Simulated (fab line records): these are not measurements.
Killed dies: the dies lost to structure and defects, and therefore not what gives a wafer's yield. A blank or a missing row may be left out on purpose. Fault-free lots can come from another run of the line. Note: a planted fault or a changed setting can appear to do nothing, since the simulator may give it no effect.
A single fault, viewed from 2 desks | flow n5Finfet | numbers are kept per desk, each desk with only its own; the story behind them comes last

== THE METROLOGY DESK ==
Means of the sampled wafers that have a number, per lot and without regard to the tool the lot ran on: this is what the gauges read. The brackets show how far a lot's mean lies from the usual mean; more than 4 standard deviations puts the lot out of limits, marked OUT. Shown here are 7 of its 10 readings, the ones lying furthest out on some lot.
Columns: A = DIBL_N at N5_BEOL_M4_RC_MEAS_101, usual 37.5 mV/V; B = DIBL_P at N5_BEOL_M4_RC_MEAS_101, usual 37.3 mV/V; C = IOFF_P at N5_BEOL_M4_RC_MEAS_101, usual 0.23 nA/um; D = ION_P at N5_BEOL_M4_RC_MEAS_101, usual 464 uA/um; E = SS_P at N5_BEOL_M4_RC_MEAS_101, usual 73.5 mV/dec; F = VT_N at N5_BEOL_M4_RC_MEAS_101, usual 249 mV; G = VT_P at N5_BEOL_M4_RC_MEAS_101, usual -249 mV
lot  | first seen here | A    | B    | C    | D   | E    | F   | G
L471 | day 8 00:23     | 38.7 | 38.1 | 0.21 | 455 | 73.7 | 250 | -251
L473 | day 8 15:20     | 36.5 | 39.8 | 0.25 | 466 | 73.2 | 248 | -248
L475 | day 8 20:15     | 38.3 | 38.5 | 0.22 | 463 | 73.6 | 252 | -251
L477 | day 9 01:01     | 36.6 | 36.6 | 0.17 | 452 | 72.7 | 248 | -256
L476 | day 9 04:13     | 37.3 | 36.2 | 0.23 | 470 | 73.2 | 248 | -248
L478 | day 9 20:13     | 37.7 | 36.3 | 0.27 | 476 | 74.2 | 248 | -245
L479 | day 10 03:54    | 37.7 | 37.0 | 0.22 | 460 | 73.3 | 254 | -249
L480 | day 10 06:16    | 37.5 | 37.4 | 0.24 | 466 | 74.0 | 250 | -248
L490 | day 12 19:32    | 37.4 | 37.0 | 0.21 | 464 | 73.1 | 251 | -252
L491 | day 13 05:11    | 39.7 | 40.5 | 0.26 | 466 | 74.5 | 245 | -249
This desk's finding: nothing out of limits on any of the 10 lots.

== AT THE TOOL OWNER'S DESK: pecvd-04 ==
The tool's own readings at N5_BEOL_M0_SAQP_PECVD_97 (deposits SiNx from SiH4/NH3/N2, target thk 23 nm, time 19.9 s): means of the sampled wafers that have a number, for each lot that ran on this tool. The brackets show how far a lot's mean lies from the usual mean; more than 4 standard deviations puts the lot out of limits, marked OUT.
Columns: A = heaterPowerOuterW at N5_BEOL_M0_SAQP_PECVD_97, usual 287 W; B = heaterPowerW at N5_BEOL_M0_SAQP_PECVD_97, usual 522 W; C = showerheadPlenumPTorr at N5_BEOL_M0_SAQP_PECVD_97, usual 5.11 Torr; D = throttleValvePct at N5_BEOL_M0_SAQP_PECVD_97, usual 39.3 %
lot  | first seen here | A   | B   | C    | D
L477 | day 6 21:08     | 313 | 570 | 5.08 | 40.5
L479 | day 7 11:35     | 311 | 545 | 5.10 | 40.2
L480 | day 7 19:35     | 278 | 487 | 5.08 | 40.5
L490 | day 10 07:35    | 247 | 445 | 5.07 | 41.0
This desk's finding: nothing out of limits on any of the 4 lots.

== TAKEN TOGETHER ==
The metrology desk saw nothing out of limits.
The tool owner's desk saw nothing out of limits.

== WHAT HAD BEEN PUT IN BY THE SIMULATOR ==
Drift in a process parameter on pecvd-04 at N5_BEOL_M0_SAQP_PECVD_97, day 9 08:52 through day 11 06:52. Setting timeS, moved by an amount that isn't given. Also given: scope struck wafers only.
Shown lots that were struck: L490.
